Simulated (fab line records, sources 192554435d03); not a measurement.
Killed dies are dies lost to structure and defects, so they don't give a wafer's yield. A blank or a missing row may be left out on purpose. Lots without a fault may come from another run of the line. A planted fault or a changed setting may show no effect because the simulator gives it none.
fab line records | flow n5_finfet | part 2 of 2: steps 19 to 28 of 28
record lots=5 wafers=15 last_day=15
route steps=1938 shown BEOL_M2@849
lots that met no fault: from a run of the same line without faults
start_h: hours from the record's first day to the start of the lot's first wafer shown | wait_h: hours since the lot's step before | " the same as in the row above | L1.1+2: a row that stands for several wafers | - no value, or no start given | * or withheld: withheld | < > ~ a bound
route shown NAME@n: a module of which the file shows steps, and the number in the route of the first | usual: mean/standard deviation of fault-free wafers | same: alike in all rows | chamber/n: place in a boat | sites: the reading at each site | _std_site: their standard deviation | _edge_site: outer sites' mean less inner sites' | radius_mm: how far each site lies from the wafer's centre | mask NAME#n: copy n | behind: the tool/chamber that last shaped the wafer | hold: why the lot was held/for how many hours/how that ended | device: the transistor (n, p or np) that didn't switch | end of line: the same wafers' tests at the end of the route | a step without rows: its recipe alone | killed: dies lost to structure and defects at the first sort, not the wafer's yield | map: a wafer's dies, x killed, . not, _ none there
set.NAME: the setting as run; set.NAME@STEP: as run at that earlier step | model.NAME: the simulator's own value behind a step, which no gauge read
lots at some steps of the route; a table a step, a row a wafer
services: from which hour (start_h, from the record's first day; less than 0 if before it) a tool's chamber was out of use, for how many hours, and why
## steps
# step N5_BEOL_M2_COAT_67
# recipe resist=SOC temp_c=250 time_s=60 spin_rpm=1500 resist_thk_nm=60
# usual exhaust_pa=45.0/0.91 plate_temp_C=250.03/0.17
# columns lot.wafer tool chamber start_h wait_h exhaust_pa plate_temp_C
L080.2 litho_track-02 0 167.13 0.0 45.5 249.99
L080.5 " 0 " " 44.6 249.97
L080.6 " 0 " " 44.9 250.03
L082.1 litho_track-05 0 186.72 0.0 44.4 250.04
L082.3 " 0 " " 44.5 250.09
L082.5 " 0 " " 45.1 250.11
L084.1 litho_track-05 0 200.39 0.0 44.9 250.10
L084.2 " 0 " " 44.4 250.22
L084.6 " 0 " " 45.6 250.07
L085.2 litho_track-04 0 206.93 0.0 45.1 250.30
L085.3 " 0 " " 45.0 250.36
L085.6 " 0 " " 45.7 249.97
L087.1 litho_track-05 0 212.51 0.0 44.1 249.74
L087.2 " 0 " " 46.4 249.47
L087.5 " 0 " " 44.8 249.96
# step N5_BEOL_M2_COAT_68
# recipe resist=SiARC temp_c=220 time_s=60 spin_rpm=1500 resist_thk_nm=12
# usual exhaust_pa=45.1/0.88 plate_temp_C=220.03/0.17
# columns lot.wafer tool chamber start_h wait_h exhaust_pa plate_temp_C
L080.2 litho_track-02 0 - - 44.7 219.96
L080.5 " 0 " " 44.7 219.90
L080.6 " 0 " " 45.7 219.92
L082.1 litho_track-05 0 - - 46.6 220.00
L082.3 " 0 " " 45.8 220.13
L082.5 " 0 " " 46.7 220.12
L084.1 litho_track-05 0 - - 45.0 219.97
L084.2 " 0 " " 43.7 219.99
L084.6 " 0 " " 43.9 219.90
L085.2 litho_track-04 0 - - 45.2 220.00
L085.3 " 0 " " 45.0 219.89
L085.6 " 0 " " 45.1 220.02
L087.1 litho_track-05 0 - - 45.2 219.77
L087.2 " 0 " " 46.0 219.93
L087.5 " 0 " " 45.2 219.86
# step N5_BEOL_M2_COAT_76
# recipe resist=underlayer temp_c=205 time_s=60 spin_rpm=1500 resist_thk_nm=5
# usual exhaust_pa=44.9/0.89 plate_temp_C=205.02/0.15
# columns lot.wafer tool chamber start_h wait_h exhaust_pa plate_temp_C
L080.2 litho_track-02 0 - - 45.2 205.18
L080.5 " 0 " " 45.0 205.09
L080.6 " 0 " " 44.1 205.03
L082.1 litho_track-05 0 - - 44.9 205.30
L082.3 " 0 " " 45.8 205.00
L082.5 " 0 " " 45.4 204.87
L084.1 litho_track-05 0 - - 44.9 205.27
L084.2 " 0 " " 44.0 204.93
L084.6 " 0 " " 45.0 205.22
L085.2 litho_track-04 0 - - 45.2 204.84
L085.3 " 0 " " 44.8 204.88
L085.6 " 0 " " 44.6 204.82
L087.1 litho_track-05 0 - - 43.4 205.15
L087.2 " 0 " " 43.8 205.01
L087.5 " 0 " " 44.6 205.25
# step N5_BEOL_M2_COAT_22
# recipe resist=CAR-EUV spin_rpm=1500 resist_thk_nm=30
# usual exhaust_pa=45.1/0.89
# columns lot.wafer tool chamber start_h wait_h exhaust_pa
L080.2 litho_track-02 0 - - 45.6
L080.5 " 0 " " 45.1
L080.6 " 0 " " 44.4
L082.1 litho_track-05 0 - - 45.6
L082.3 " 0 " " 44.7
L082.5 " 0 " " 43.5
L084.1 litho_track-05 0 - - 46.0
L084.2 " 0 " " 46.9
L084.6 " 0 " " 45.8
L085.2 litho_track-04 0 - - 45.6
L085.3 " 0 " " 45.3
L085.6 " 0 " " 46.6
L087.1 litho_track-05 0 - - 44.9
L087.2 " 0 " " 43.6
L087.5 " 0 " " 44.6
# step N5_BEOL_M2_EBR_24
# recipe solvent=PGMEA ebr_width_mm=1.5
# usual exhaust_pa=44.9/0.84
# columns lot.wafer tool chamber start_h wait_h exhaust_pa
L080.2 litho_track-02 0 - - 45.6
L080.5 " 0 " " 43.1
L080.6 " 0 " " 44.4
L082.1 litho_track-05 0 - - 45.3
L082.3 " 0 " " 45.6
L082.5 " 0 " " 45.5
L084.1 litho_track-05 0 - - 45.1
L084.2 " 0 " " 44.9
L084.6 " 0 " " 44.2
L085.2 litho_track-04 0 - - 46.1
L085.3 " 0 " " 45.9
L085.6 " 0 " " 46.1
L087.1 litho_track-05 0 - - 43.6
L087.2 " 0 " " 44.6
L087.5 " 0 " " 44.7
# step N5_BEOL_M2_SOFTBAKE_23
# recipe temp_c=110 time_s=60 resist=CAR-EUV
# usual exhaust_pa=45.1/0.88 plate_temp_C=109.98/0.15
# columns lot.wafer tool chamber start_h wait_h exhaust_pa plate_temp_C
L080.2 litho_track-02 0 - - 44.9 109.90
L080.5 " 0 " " 45.6 109.78
L080.6 " 0 " " 45.2 109.97
L082.1 litho_track-05 0 - - 45.7 110.41
L082.3 " 0 " " 45.3 110.08
L082.5 " 0 " " 46.3 109.96
L084.1 litho_track-05 0 - - 44.3 109.88
L084.2 " 0 " " 44.8 110.00
L084.6 " 0 " " 44.2 109.87
L085.2 litho_track-04 0 - - 45.3 109.91
L085.3 " 0 " " 44.2 109.83
L085.6 " 0 " " 46.0 109.92
L087.1 litho_track-05 0 - - 45.7 109.98
L087.2 " 0 " " 45.2 110.12
L087.5 " 0 " " 46.3 109.97
# step N5_BEOL_M2_EXPOSE_25
# recipe mask_id=V1 na=0.33 source_shape=quasar sigma_inner=0.2 sigma_outer=0.8 polarization=unpolarized defocus_nm=5 dose_mj=63
# usual reticle_temp_C=23.02/0.11
# columns lot.wafer tool chamber start_h wait_h mask reticle_temp_C
L080.2 euv_scanner-02 0 167.40 - V1#0 23.10
L080.5 " 0 " " V1#0 22.81
L080.6 " 0 " " V1#0 23.00
L082.1 euv_scanner-01 0 186.98 - V1#0 22.87
L082.3 " 0 " " V1#0 22.97
L082.5 " 0 " " V1#0 22.97
L084.1 euv_scanner-01 0 200.53 - V1#0 23.14
L084.2 " 0 " " V1#0 23.10
L084.6 " 0 " " V1#0 23.11
L085.2 euv_scanner-02 0 207.20 - V1#0 22.91
L085.3 " 0 " " V1#0 22.82
L085.6 " 0 " " V1#0 22.80
L087.1 euv_scanner-02 0 212.64 - V1#0 22.97
L087.2 " 0 " " V1#0 22.86
L087.5 " 0 " " V1#0 22.87
# step N5_BEOL_M2_PEB_26
# recipe peb_temp_c=100 peb_time_s=60 resist=CAR-EUV
# usual exhaust_pa=44.9/0.86 plate_temp_C=100.00/0.11
# same peb_time_s=60
# columns lot.wafer tool chamber start_h wait_h exhaust_pa plate_temp_C
L080.2 litho_track-02 0 167.47 0.1 42.9 100.04
L080.5 " 0 " " 45.1 100.03
L080.6 " 0 " " 44.1 100.16
L082.1 litho_track-02 0 187.06 0.1 43.9 100.11
L082.3 " 0 " " 44.8 99.88
L082.5 " 0 " " 44.2 100.02
L084.1 litho_track-04 0 200.61 0.1 45.7 100.10
L084.2 " 0 " " 45.2 99.92
L084.6 " 0 " " 45.1 99.79
L085.2 litho_track-02 0 207.27 0.1 44.9 100.00
L085.3 " 0 " " 45.8 99.99
L085.6 " 0 " " 43.9 99.87
L087.1 litho_track-05 0 212.72 0.1 46.3 99.97
L087.2 " 0 " " 44.0 100.13
L087.5 " 0 " " 45.3 100.03
# step N5_BEOL_M2_DEVELOP_27
# recipe develop_time_s=30 developer=TMAH resist=CAR-EUV rinse_liquid=surfactant_rinse dry=air_spin dev_temp_c=23
# usual exhaust_pa=45.1/1
# columns lot.wafer tool chamber start_h wait_h exhaust_pa
L080.2 litho_track-02 0 - - 45.5
L080.5 " 0 " " 44.7
L080.6 " 0 " " 44.3
L082.1 litho_track-02 0 - - 43.5
L082.3 " 0 " " 44.5
L082.5 " 0 " " 44.6
L084.1 litho_track-04 0 - - 45.2
L084.2 " 0 " " 45.0
L084.6 " 0 " " 43.3
L085.2 litho_track-02 0 - - 44.5
L085.3 " 0 " " 43.2
L085.6 " 0 " " 44.0
L087.1 litho_track-05 0 - - 43.8
L087.2 " 0 " " 43.3
L087.5 " 0 " " 42.8
# step N5_BEOL_M2_CD_MEAS_28
# recipe target_cd_nm=26.2 landing_energy_ev=500 detector=se_inlens target_cd_y_nm=24.1 polarity=opening
# usual cd_nm=26.20/0.23
# same landing_energy_ev=500
# columns lot.wafer tool chamber start_h wait_h cd_nm
L080.2 cd_sem-03 0 167.54 - 26.21
L080.5 " 0 " " 26.04
L080.6 " 0 " " 26.19
L082.1 cd_sem-01 0 187.13 - 26.27
L082.3 " 0 " " 26.43
L082.5 " 0 " " 26.70
L084.1 cd_sem-01 0 200.68 - 25.66
L084.2 " 0 " " 26.47
L084.6 " 0 " " 26.25
L085.2 cd_sem-01 0 207.34 - 25.90
L085.3 " 0 " " 26.17
L085.6 " 0 " " 26.62
L087.1 cd_sem-02 0 212.79 - 26.33
L087.2 " 0 " " 26.02
L087.5 " 0 " " 25.95
## services
# columns tool chamber start_h hours kind
rie_metal-03 - 146.71 0.8 repair
rie_metal-03 1 151.56 - clean
rie_metal-03 1 151.56 14.8 scheduled_down
rie_metal-03 1 151.56 14.8 vent_cycle
rie_diel-06 3 155.87 5.8 repair
rie_diel-01 0 167.59 - clean
rie_diel-01 0 167.59 - consumable_replace:focus_ring
rie_diel-01 0 167.59 20.5 scheduled_down
rie_diel-01 0 167.59 20.5 vent_cycle
rie_diel-06 2 184.66 - clean
rie_diel-06 2 184.66 - consumable_replace:focus_ring
rie_diel-06 2 184.66 21.6 scheduled_down
rie_diel-06 2 184.66 21.6 vent_cycle
euv_scanner-02 - 189.58 1.0 pm
euv_scanner-01 - 193.90 1.0 pm
rie_diel-01 2 210.24 - clean
rie_diel-01 2 210.24 - consumable_replace:focus_ring
rie_diel-01 2 210.24 15.4 scheduled_down
rie_diel-01 2 210.24 15.4 vent_cycle
